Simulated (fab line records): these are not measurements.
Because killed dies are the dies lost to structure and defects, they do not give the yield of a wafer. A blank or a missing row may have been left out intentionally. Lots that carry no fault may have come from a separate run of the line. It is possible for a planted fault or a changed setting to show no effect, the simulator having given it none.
fab line records | flow n5Finfet
[record] lots = 7 wafers = 39
route steps=1938 shown DUMMY_GATE@246 SD_EPI_P@321 SD_ACTIVATION@330
startH: hours from the record's opening day to when the first of the lot's shown wafers began | waitH: hours elapsed since this lot's preceding step | " repeats the value in the row above | L1.1+2: several wafers, shown together as one row | - no value present, or no start provided | * or withheld: withheld | < > ~ a bound
route shown NAME@n: names a module that has steps shown in the file, with the first one's number in the route | usual: the fault-free wafers' mean and standard deviation | same: alike in all rows | chamber/n: place in a boat | sites: the reading at each site | _std_site: standard deviation across them | _edge_site: the outer-site mean with the inner-site mean subtracted | radiusMm: for every site, how far away it sits from the centre of the wafer | mask NAME#n: copy n | behind: the last tool/chamber to shape the wafer | hold: the reason the lot was held/the length of the hold in hours/how it ended | device: names the non-switching transistor (n, p or np) | end of line: tests of these same wafers at the route's end | for a step that has no rows: nothing shown but its recipe | killed: count of dies lost to structure and defects at first sort (not the wafer's yield) | map: a wafer's dies, marking killed ones x, the rest . and places with no die _
set.NAME: the setting that was run; set.NAME@STEP: the one run at that earlier step | model.NAME: the simulator's own value behind a step, which no gauge read
one table per step and one row per wafer, for lots whose settings were changed on purpose
[[steps]]
[step N5_DUMMY_GATE_ETCH_32]
[recipe] chemistry = CF4 target = SiO2 targetDepthA = 35 timeS = 3.9 ionEnergyEv = 350 pressureMtorr = 10 icpW = 800 biasW = 400 cf4FlowSccm = 80
// columns lot.wafer tool chamber startH waitH set.timeS model.etch.depthNm
L081.1 rieSi-02 3 90.89 0.1 4.476 4.288
L081.2 " 2 " " 3.9 3.707
L081.3 " 1 " " 3.9 3.66
L081.4 " 0 " " 4.476 4.163
L081.5 " 1 " " 3.9 3.658
L081.6 " 2 " " 4.476 4.236
L084.1 rieSi-06 0 106.95 0.1 3.252 2.976
L084.2 " 1 " " 3.252 2.931
L084.3 " 3 " " 3.9 3.581
L084.4 " 2 " " 3.252 2.919
L084.5 " 1 " " 3.9 3.507
L084.6 " 2 " " 3.9 3.488
L086.2 rieSi-02 3 119.26 0.1 3.9 3.732
L086.3 " 2 " " 3.9 3.715
L086.6 " 1 " " 3.9 3.655
L090.1 rieSi-01 3 141.95 0.1 3.098 2.718
L090.2 " 1 " " 3.9 3.61
L090.3 " 2 " " 3.098 2.748
L090.4 " 0 " " 3.9 3.351
L090.5 " 3 " " 3.098 2.705
L090.6 " 0 " " 3.9 3.375
L091.1 rieSi-02 3 149.98 0.1 3.9 3.723
L091.2 " 0 " " 3.448 3.246
L091.3 " 2 " " 3.448 3.319
L091.4 " 1 " " 3.448 3.258
L091.5 " 1 " " 3.9 3.705
L091.6 " 0 " " 3.9 3.667
L092.1 rieSi-06 0 153.78 0.1 3.9 3.588
L092.2 " 1 " " 3.9 3.514
L092.3 " 2 " " 4.489 4.114
L092.4 " 3 " " 4.489 4.137
L092.5 " 0 " " 3.9 3.573
L092.6 " 1 " " 4.489 4.027
L093.1 rieSi-06 2 162.54 0.1 3.9 3.598
L093.2 " 0 " " 3.9 3.607
L093.3 " 1 " " 3.9 3.505
L093.4 " 3 " " 3.9 3.609
L093.5 " 1 " " 3.9 3.51
L093.6 " 0 " " 3.9 3.592
[step N5_DUMMY_GATE_ETCH_44]
[recipe] chemistry = HBr/O2 overEtchFrac = 0.7 targetDepthA = 1275 stopOn = SiO2 ionEnergyEv = 60 biasW = 20 target = poly-Si maskMaterial = SiO2 pressureMtorr = 20 icpW = 400 HBr_flow_sccm = 120 O2_flow_sccm = 10
[usual] oesProductAu = 0.725/0.014
// columns lot.wafer tool chamber startH waitH set.targetDepthA oesProductAu
L081.1 rieSi-02 3 90.98 0.0 1275 0.705
L081.2 " 2 " " 1275 0.721
L081.3 " 1 " " 1336 0.705
L081.4 " 0 " " 1336 0.719
L081.5 " 1 " " 1336 0.703
L081.6 " 2 " " 1275 0.730
L084.1 rieSi-06 0 107.04 0.0 1275 0.708
L084.2 " 1 " " 1394 0.686
L084.3 " 3 " " 1394 0.694
L084.4 " 2 " " 1394 0.675
L084.5 " 1 " " 1275 0.711
L084.6 " 2 " " 1275 0.704
L086.2 rieSi-02 3 119.35 0.0 1275 0.705
L086.3 " 2 " " 1275 0.730
L086.6 " 1 " " 1275 0.718
L090.1 rieSi-01 3 142.04 0.0 1137 0.769
L090.2 " 1 " " 1275 0.740
L090.3 " 2 " " 1275 0.740
L090.4 " 0 " " 1275 0.718
L090.5 " 3 " " 1137 0.760
L090.6 " 0 " " 1137 0.775
L091.1 rieSi-02 3 150.07 0.0 1275 0.702
L091.2 " 0 " " 1151 0.783
L091.3 " 2 " " 1275 0.729
L091.4 " 1 " " 1151 0.743
L091.5 " 1 " " 1275 0.712
L091.6 " 0 " " 1151 0.789
L092.1 rieSi-06 0 153.87 0.0 1275 0.718
L092.2 " 1 " " 1169 0.767
L092.3 " 2 " " 1275 0.717
L092.4 " 3 " " 1169 0.756
L092.5 " 0 " " 1169 0.757
L092.6 " 1 " " 1275 0.715
L093.1 rieSi-06 2 162.63 0.0 1275 0.701
L093.2 " 0 " " 1275 0.716
L093.3 " 1 " " 1147 0.752
L093.4 " 3 " " 1147 0.763
L093.5 " 1 " " 1147 0.753
L093.6 " 0 " " 1275 0.699
[step N5_SD_EPI_P_EPI_21]
[recipe] material = SiGe:B dopant = B tempC = 550 pressureTorr = 20 ambient = H2 timeS = 355
// columns lot.wafer tool chamber startH waitH set.timeS model.SiGe-B_of_SD_EPI_P_EPI_21.thkNm
L081.1+2 epiRpcvd-03 0 98.46 0.1 355 59.4
L081.3 " 0 " " 291.1 52
L081.4 " 0 " " 291.1 53.2
L081.5 " 0 " " 355 59.2
L081.6 " 0 " " 291.1 53
L084.1 epiRpcvd-01 0 115.13 0.2 381 64.2
L084.2+5 " 0 " " 381 65
L084.3 " 0 " " 355 61.6
L084.4 " 0 " " 355 61.2
L084.6 " 0 " " 355 61.4
L086.2 epiRpcvd-01 0 128.70 0.6 355 60.2
L086.3+6 " 0 " " 355 59.8
L090.1 epiRpcvd-03 0 151.43 0.2 334.2 59.2
L090.2 " 0 " " 355 61
L090.3 " 0 " " 334.2 58.2
L090.4 " 0 " " 355 61.6
L090.5 " 0 " " 355 62
L090.6 " 0 " " 334.2 59
L091.1 epiRpcvd-03 0 157.66 0.2 355 61.6
L091.2 " 0 " " 355 62.4
L091.3 " 0 " " 355 61.8
L091.4+5 " 0 " " 355 61.4
L091.6 " 0 " " 355 62.2
L092.1 epiRpcvd-01 0 162.01 0.2 323.5 57.4
L092.2 " 0 " " 355 60.2
L092.3 " 0 " " 323.5 56.4
L092.4 " 0 " " 323.5 57
L092.5 " 0 " " 355 61
L092.6 " 0 " " 355 59.6
L093.1+4 epiRpcvd-01 0 170.86 0.2 355 60.8
L093.2 " 0 " " 326 57.8
L093.3 " 0 " " 326 56.8
L093.5 " 0 " " 355 61.2
L093.6 " 0 " " 326 58
[step N5_SD_EPI_P_EPI_MEAS_23]
[recipe] mode = xrd
[usual] thkNm = 60.9/1.1
// columns lot.wafer tool chamber startH waitH set.timeS@SD_EPI_P_EPI_21 thkNm
L081.1 filmMetro-02 - 100.66 1.8 355 59.5
L081.2 " - " " 355 58.7
L081.3 " - " " 291.1 52.2
L081.4 " - " " 291.1 52.1
L081.5 " - " " 355 58.7
L081.6 " - " " 291.1 52.9
L084.1 filmMetro-01 - 118.04 2.4 381 64.8
L084.2 " - " " 381 67.3
L084.3 " - " " 355 62.2
L084.4 " - " " 355 61.2
L084.5 " - " " 381 65.8
L084.6 " - " " 355 61.4
L086.2 filmMetro-02 - 131.14 2.0 355 59.3
L086.3 " - " " 355 58.9
L086.6 " - " " 355 60.6
L090.1 filmMetro-01 - 154.34 2.4 334.2 59.1
L090.2 " - " " 355 60.0
L090.3 " - " " 334.2 59.6
L090.4 " - " " 355 60.7
L090.5 " - " " 355 61.8
L090.6 " - " " 334.2 58.2
L091.1 filmMetro-01 - 160.57 2.4 355 62.5
L091.2 " - " " 355 64.1
L091.3 " - " " 355 60.5
L091.4 " - " " 355 60.8
L091.5 " - " " 355 61.5
L091.6 " - " " 355 63.9
L092.1 filmMetro-01 - 164.93 2.4 323.5 57.8
L092.2 " - " " 355 60.0
L092.3 " - " " 323.5 56.3
L092.4 " - " " 323.5 57.8
L092.5 " - " " 355 60.5
L092.6 " - " " 355 58.4
L093.1 filmMetro-02 - 173.77 2.4 355 60.7
L093.2 " - " " 326 56.1
L093.3 " - " " 326 57.7
L093.4 " - " " 355 61.4
L093.5 " - " " 355 62.2
L093.6 " - " " 326 56.8
[step N5_SD_EPI_P_HM_STRIP_48]
[recipe] chemistry = H3PO4 tempC = 160 material = SiNx target = SiNx targetDepthA = 30 overetchFraction = 0.3
[step N5_SD_EPI_P_SRD_49]
[recipe] dry = ipaMarangoni timeS = 30 tempC = 23 rinseLiquid = diw
[step N5_SD_EPI_P_PRECLEAN_24]
[recipe] chemistry = O3/DIW timeS = 45 tempC = 22 o3Ppm = 10
// columns lot.wafer tool chamber startH waitH set.timeS@SD_EPI_P_EPI_21 model.SiGe-B_of_SD_EPI_P_EPI_21.thkNm
L081.1+2 wetBench-02 7,3 100.77 0.0 355 59
L081.3 " 1 " " 291.1 51.6
L081.4 " 2 " " 291.1 52.8
L081.5 " 0 " " 355 58.6
L081.6 " 6 " " 291.1 52.6
L084.1 wetBench-03 7 118.15 0.0 381 63.6
L084.2 " 1 " " 381 64.4
L084.3 " 2 " " 355 61.2
L084.4 " 5 " " 355 60.6
L084.5 " 6 " " 381 64.6
L084.6 " 0 " " 355 61
L086.2 wetBench-02 0 131.24 0.0 355 59.6
L086.3 " 5 " " 355 59.2
L086.6 " 7 " " 355 59.4
L090.1 wetBench-03 5 154.52 0.0 334.2 58.8
L090.2 " 6 " " 355 60.6
L090.3 " 0 " " 334.2 57.8
L090.4 " 2 " " 355 61.2
L090.5 " 7 " " 355 61.6
L090.6 " 1 " " 334.2 58.6
L091.1+4+5 wetBench-05 6,2,7 160.68 0.0 355 61
L091.2+6 " 1,0 " " 355 61.8
L091.3 " 5 " " 355 61.4
L092.1 wetBench-03 2 165.04 0.0 323.5 57
L092.2 " 5 " " 355 59.8
L092.3 " 3 " " 323.5 56
L092.4 " 6 " " 323.5 56.6
L092.5 " 4 " " 355 60.4
L092.6 " 1 " " 355 59
L093.1+4 wetBench-05 2,1 173.88 0.0 355 60.4
L093.2 " 0 " " 326 57.2
L093.3 " 3 " " 326 56.4
L093.5 " 7 " " 355 60.8
L093.6 " 4 " " 326 57.6
[step N5_SD_EPI_P_PRECLEAN_32]
[recipe] chemistry = dHF timeS = 10 dilution = 500:1 tempC = 25
[step N5_SD_EPI_P_PRECLEAN_33]
[recipe] chemistry = SC2 timeS = 45 tempC = 35 mix = 1:1:50
[step N5_SD_ACTIVATION_RTA_00]
[recipe] tempC = 975 timeS = 0 ambient = N2 idleTempC = 600 rampUpCPerS = 150 rampDownCPerS = 60 coolToC = 600
[step N5_SD_ACTIVATION_LSA_01]
[recipe] tempC = 1080 timeS = 0.0008 ambient = N2
[step N5_SD_ACTIVATION_RS_MEAS_03]
[recipe] thkMeasGauge = four-point-probe
[usual] RS_SD_N = 21.95/0.28 RS_SD_P = 56.1/0.88
// columns lot.wafer tool chamber startH waitH set.timeS@SD_EPI_P_EPI_21 RS_SD_N[ohm/sq] RS_SD_P[ohm/sq]
L081.1 filmMetro-02 - 101.26 0.2 355 21.97 58.1
L081.2 " - " " 355 22.11 57.6
L081.3 " - " " 291.1 21.86 66.0
L081.4 " - " " 291.1 22.30 64.8
L081.5 " - " " 355 22.29 58.6
L081.6 " - " " 291.1 22.00 64.2
L084.1 filmMetro-02 - 118.69 0.2 381 22.37 52.7
L084.2 " - " " 381 22.59 52.4
L084.3 " - " " 355 22.22 55.0
L084.4 " - " " 355 22.26 56.3
L084.5 " - " " 381 22.21 52.1
L084.6 " - " " 355 21.98 55.7
L086.2 filmMetro-01 - 131.76 0.2 355 22.46 57.1
L086.3 " - " " 355 22.47 57.7
L086.6 " - " " 355 22.71 56.9
L090.1 filmMetro-02 - 155.06 0.2 334.2 21.94 57.6
L090.2 " - " " 355 21.92 56.3
L090.3 " - " " 334.2 21.93 58.9
L090.4 " - " " 355 22.02 56.4
L090.5 " - " " 355 21.51 55.9
L090.6 " - " " 334.2 21.74 58.5
L091.1 filmMetro-02 - 161.19 0.2 355 21.63 56.0
L091.2 " - " " 355 21.79 55.0
L091.3 " - " " 355 21.82 56.0
L091.4 " - " " 355 21.87 56.1
L091.5 " - " " 355 21.87 56.1
L091.6 " - " " 355 22.02 55.0
L092.1 filmMetro-02 - 165.65 0.2 323.5 21.70 59.5
L092.2 " - " " 355 21.78 56.8
L092.3 " - " " 323.5 21.61 60.5
L092.4 " - " " 323.5 22.13 59.5
L092.5 " - " " 355 21.99 56.4
L092.6 " - " " 355 21.55 57.0
L093.1 filmMetro-01 - 174.38 0.2 355 21.83 56.2
L093.2 " - " " 326 21.89 59.9
L093.3 " - " " 326 21.96 60.4
L093.4 " - " " 355 22.11 56.1
L093.5 " - " " 355 21.84 55.5
L093.6 " - " " 326 21.97 58.9
[[key]]
[split] step = N5_DUMMY_GATE_ETCH_32 setting = timeS stated = 3.9 by = wafer
[response] step = N5_DUMMY_GATE_ETCH_32 reading = model.etch.depthNm change = +0.0357 per = 1% r = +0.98
[split] step = N5_DUMMY_GATE_ETCH_44 setting = targetDepthA stated = 1275 by = wafer
[response] step = N5_DUMMY_GATE_ETCH_44 reading = oesProductAu change = -0.0042 per = 1% r = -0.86
[split] step = N5_SD_EPI_P_EPI_21 setting = timeS stated = 355 by = wafer
[response] step = N5_SD_EPI_P_EPI_21 reading = model.SiGe-B_of_SD_EPI_P_EPI_21.thkNm change = +0.389 per = 1% r = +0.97
[response] step = N5_SD_EPI_P_EPI_MEAS_23 reading = thkNm change = * per = 1% r = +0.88
[response] step = N5_SD_EPI_P_PRECLEAN_24 reading = model.SiGe-B_of_SD_EPI_P_EPI_21.thkNm change = +0.384 per = 1% r = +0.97
[response] step = N5_SD_ACTIVATION_RS_MEAS_03 reading = RS_SD_P change = -0.394 per = 1% r = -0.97
